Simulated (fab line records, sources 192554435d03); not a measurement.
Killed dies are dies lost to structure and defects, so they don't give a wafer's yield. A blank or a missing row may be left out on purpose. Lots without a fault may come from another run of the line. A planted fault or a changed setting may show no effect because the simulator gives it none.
Chamber matching | flow n5_finfet | N5_MOL_CONTACT_COAG_CMP_28 on cmp-02: 4 sister chambers
The step polishes, stops on SiNx, t overpolish 0.85 s, target thk 14.522 nm. 4 wafers are shown with their chamber, then 8 later ones without.

WAFERS WITH THEIR CHAMBER
wafer  | chamber | motor_current_A (A)
L086.3 | 2       | 13.1
L090.1 | 0       | 13.6
L090.4 | 1       | 11.3
L091.4 | 3       | 12.8

WAFERS WITHOUT THEIR CHAMBER
wafer  | motor_current_A (A)
L091.5 | 12.5
L091.6 | 11.6
L095.4 | 13.4
L095.5 | 13.5
L095.6 | 11.8
L097.2 | 13.4
L097.3 | 11.1
L097.5 | 12.8

WHICH CHAMBER EACH WENT THROUGH
wafer  | from the rows above          | in truth
L091.5 | can't be placed: 3 or 2      | 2
L091.6 | 1                            | 1
L095.4 | can't be placed: 0 or 2 or 3 | 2
L095.5 | can't be placed: 0 or 2      | 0
L095.6 | can't be placed: 1 or 3      | 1
L097.2 | can't be placed: 0 or 2 or 3 | 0
L097.3 | 1                            | 1
L097.5 | can't be placed: 3 or 2      | 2
Placed correctly: 2 of 8. Can't be placed from these rows: 6 (the true chamber is among the candidates in 6). Placed wrongly: 0.
How it was worked out, from the rows above alone: a wafer's distance from a chamber is the root of the sum, over the readings, of the square of ((its reading less the chamber's mean) divided by the reading's scatter). The wafer belongs to the nearest chamber; if the next one is less than 2 further off, it can't be placed. A chamber's mean is the mean of its shown wafers. The scatter: with one shown wafer a chamber, the root of the mean of the squares of how far each hidden wafer lies from its nearest shown one.
